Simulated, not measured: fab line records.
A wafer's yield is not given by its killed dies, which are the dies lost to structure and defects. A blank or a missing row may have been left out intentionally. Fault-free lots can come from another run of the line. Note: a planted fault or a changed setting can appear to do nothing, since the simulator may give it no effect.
A lot that was struck, set against a sound lot + flow n5_finfet + 25 steps out of a route of 1938
Sound: the wafers L831.4, L831.5, L831.6. Wafers L844.2, L844.3, L844.6 were the ones struck. At the end, the cause is stated.
Per side, at each step with rows, come the tool, then ch with its chambers, and then its first start. Under that, the readings that differ: sound wafers + struck wafers + difference of the means + sigmas: that difference in standard deviations of wafers without a fault.
alike: a reading whose means differ by less than 2 such deviations, as well as words and numbers matching on both sides. not compared: withheld readings; readings where some wafer has no value; bounds like >300 that might hide an equal value; numbers whose values overlap and for which the record gives no deviation.
A row with sigmas, a row that says differs or no value, or rows on one side alone: a step with any of these is where the two part. When numbers do not overlap yet have no deviation, they are printed without sigmas and do not part them. A reading that every wafer of one side lacks parts them only if that side has two wafers or more.

first, 4 steps without rows for these wafers: N5_WELL_APT_EXPOSE_05 (exposes mask NWELL, defocus 0 nm, target cd 200 nm); N5_WELL_APT_PEB_06 (peb time 90 s); N5_WELL_APT_DEVELOP_07 (develop time 45 s); N5_WELL_APT_HARDBAKE_12 (time 120 s).
N5_WELL_APT_CD_MEAS_08: the cd target is 200 nm.
  sound on cd_sem-02 ch 0, day 1 19:43; struck on cd_sem-02 ch 0, day 5 01:49
  alike: cd_nm
N5_WELL_APT_OVL_MEAS_09:
  sound on overlay-02 ch 0, day 1 19:44; struck on overlay-02 ch 0, day 5 01:50
  alike: NWELL_OVL
N5_WELL_APT_INSPECT_10: inspects for defects (macro).
  sound on defect_inspect-01 at day 1 19:46; struck on defect_inspect-01 at day 5 01:52
  alike: raw_defect_count
N5_WELL_APT_DESCUM_13: chemistry O2, time 7.9 s.
  sound on rie_diel-06 ch 0,1,3, day 1 19:53; struck on rie_diel-06 ch 1,3, day 5 01:56
  alike: drypump_motor_current_A, oes_product_au, rf_vpp_V, showerhead_plenum_p_Torr, throttle_valve_pct
  not compared: rf_hours_counter_h
then, 4 steps without rows for these wafers: N5_WELL_APT_IMPLANT_14; N5_WELL_APT_IMPLANT_15; N5_WELL_APT_STRIP_16 (strips in SPM, time 900 s); N5_WELL_APT_HMDS_18 (time 60 s).
N5_WELL_APT_COAT_19: resist thk 950 nm.
  sound on litho_track-01 ch 0, day 1 20:37; struck on litho_track-01 ch 0, day 5 02:52
| reading                                    | sound                | struck               | difference | sigmas      |
|--------------------------------------------|----------------------|----------------------|------------|-------------|
| spin_speed_rpm (rpm)                       | 1356.0 1357.4 1356.0 | 1483.1 1481.8 1481.9 | +125.8     | +99 or more |
| model.coat_of_WELL_APT_COAT_19.thk_nm (nm) | 950.2 950.1 946.5    | 902.9 908.2 908.8    | -42.3      |             |
then, 6 steps without rows for these wafers: N5_WELL_APT_EBR_21; N5_WELL_APT_SOFTBAKE_20 (time 60 s); N5_WELL_APT_EXPOSE_22 (exposes mask PWELL, defocus 0 nm, target cd 200 nm); N5_WELL_APT_PEB_23 (peb time 90 s); N5_WELL_APT_DEVELOP_24 (develop time 45 s); N5_WELL_APT_HARDBAKE_29 (time 120 s).
N5_WELL_APT_CD_MEAS_25: the cd target is 200 nm.
  sound on cd_sem-03 ch 0, day 1 21:01; struck on cd_sem-02 ch 0, day 5 03:16
  alike: cd_nm
N5_WELL_APT_OVL_MEAS_26:
  sound on overlay-01 ch 0, day 1 21:02; struck on overlay-02 ch 0, day 5 03:17
  alike: PWELL_OVL
N5_WELL_APT_INSPECT_27: inspects for defects (macro).
  sound on defect_inspect-02 at day 1 21:04; struck on defect_inspect-02 at day 5 03:19
  alike: raw_defect_count
N5_WELL_APT_DESCUM_30: chemistry O2, time 7.9 s.
  sound on rie_diel-06 ch 0,1,3, day 1 21:08; struck on rie_diel-03 ch 0,3, day 5 03:31
| reading                                    | sound             | struck          | difference | sigmas |
|--------------------------------------------|-------------------|-----------------|------------|--------|
| model.coat_of_WELL_APT_COAT_19.thk_nm (nm) | 932.1 931.9 928.3 | 884.8 890 890.6 | -42.3      |        |
  alike: drypump_motor_current_A, oes_product_au, rf_vpp_V, showerhead_plenum_p_Torr, throttle_valve_pct
  not compared: rf_hours_counter_h
following that, these wafers have no rows for 1 step: N5_WELL_APT_IMPLANT_31.
-- the record jumps here: 7 days lie between the struck wafers' starts before and after (it left off in module WELL_APT and takes up again in module BEOL_M4, whose first step shown is number 1111 of the route) --
N5_BEOL_M4_RC_MEAS_101:
  sound on prober-02 ch 0, day 8 03:07; struck on prober-01 ch 0, day 11 18:04
  alike: DIBL_N, DIBL_P, IOFF_N, IOFF_P, ION_N, ION_P, SS_N, SS_P, VT_N, VT_P

WHERE THEY PART
Only at N5_WELL_APT_COAT_19, within this record. Later steps at which nothing parts them and some readings are alike: N5_WELL_APT_CD_MEAS_25, N5_WELL_APT_OVL_MEAS_26, N5_WELL_APT_INSPECT_27, N5_WELL_APT_DESCUM_30, N5_BEOL_M4_RC_MEAS_101.

WHY: whatever the simulator had introduced
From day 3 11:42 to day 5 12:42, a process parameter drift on litho_track-01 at N5_WELL_APT_COAT_19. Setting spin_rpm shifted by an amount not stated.
